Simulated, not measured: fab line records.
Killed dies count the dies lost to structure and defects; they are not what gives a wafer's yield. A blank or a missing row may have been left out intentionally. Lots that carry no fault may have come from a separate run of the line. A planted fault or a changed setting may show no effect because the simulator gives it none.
A single fault, viewed from 2 desks :: flow n5_finfet :: each desk has only its own numbers; what lay behind them comes last

== AT THE METROLOGY DESK ==
What the gauges read, lot by lot, whatever tool the lot ran on: means of the sampled wafers that have a number. The brackets show how far a lot's mean lies from the usual mean; more than 4 standard deviations puts the lot out of limits, marked OUT.
Columns: A = cd_nm at N5_BEOL_M10_CD_MEAS_35, usual 70.2 nm
lot: L300
first seen here: day 11 17:44
A: 70.1

lot: L307
first seen here: day 13 03:40
A: 69.8

lot: L312
first seen here: day 14 22:11
A: 69.8

lot: L316
first seen here: day 16 10:05
A: 70.3

lot: L320
first seen here: day 17 08:24
A: 70.4
This desk's finding: nothing out of limits on any of the 5 lots.

== AT THE TOOL OWNER'S DESK: cmp-02 ==
The tool's own readings at N5_BEOL_M10_CMP_52 (polishes, stops on SiCOH lowk, t overpolish 7 s, target thk 140 nm): means of the sampled wafers that have a number, for each lot that ran on this tool. The brackets show how far a lot's mean lies from the usual mean; more than 4 standard deviations puts the lot out of limits, marked OUT.
Columns: A = barrier_field_endpoint_s at N5_BEOL_M10_CMP_52, usual 29.4 s; B = edge_zone_pressure_frac at N5_BEOL_M10_CMP_52, usual 1.000; C = motor_current_A at N5_BEOL_M10_CMP_52, usual 5.7 A; D = overpolish_run_s at N5_BEOL_M10_CMP_52, usual 6.999 s; E = pad_life_wafers at N5_BEOL_M10_CMP_52, usual 964; F = time_to_endpoint_s at N5_BEOL_M10_CMP_52, usual 67 s
lot: L307
first seen here: day 13 06:46
A: 20.6 (-11) OUT
B: 1.004
C: 5.0
D: 6.997
E: 403
F: 48 (-5.5) OUT

lot: L316
first seen here: day 16 13:20
A: 28.8
B: 1.002
C: 5.3
D: 6.993
E: 1064
F: 64
This desk's verdict: out of limits on L307, starting with L307 at day 13 06:46 (barrier_field_endpoint_s at N5_BEOL_M10_CMP_52). L316 stayed within limits.

== PUT TOGETHER ==
The tool owner's desk had the chance to raise an alarm at day 13 06:46 on L307.
Metrology desk: nothing out of limits seen.
The metrology desk holds a record of L307, inside its limits.
Every lot named ran N5_BEOL_M10_CMP_52 on cmp-02.

== WHAT HAD BEEN PUT IN BY THE SIMULATOR ==
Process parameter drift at N5_BEOL_M10_CMP_52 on cmp-02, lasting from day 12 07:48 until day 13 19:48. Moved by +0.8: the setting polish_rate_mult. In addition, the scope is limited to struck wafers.
Struck lots among those shown: L307.
How many hours passed from the start of the fault until each desk's first out-of-limits reading: the tool owner's desk, 23.
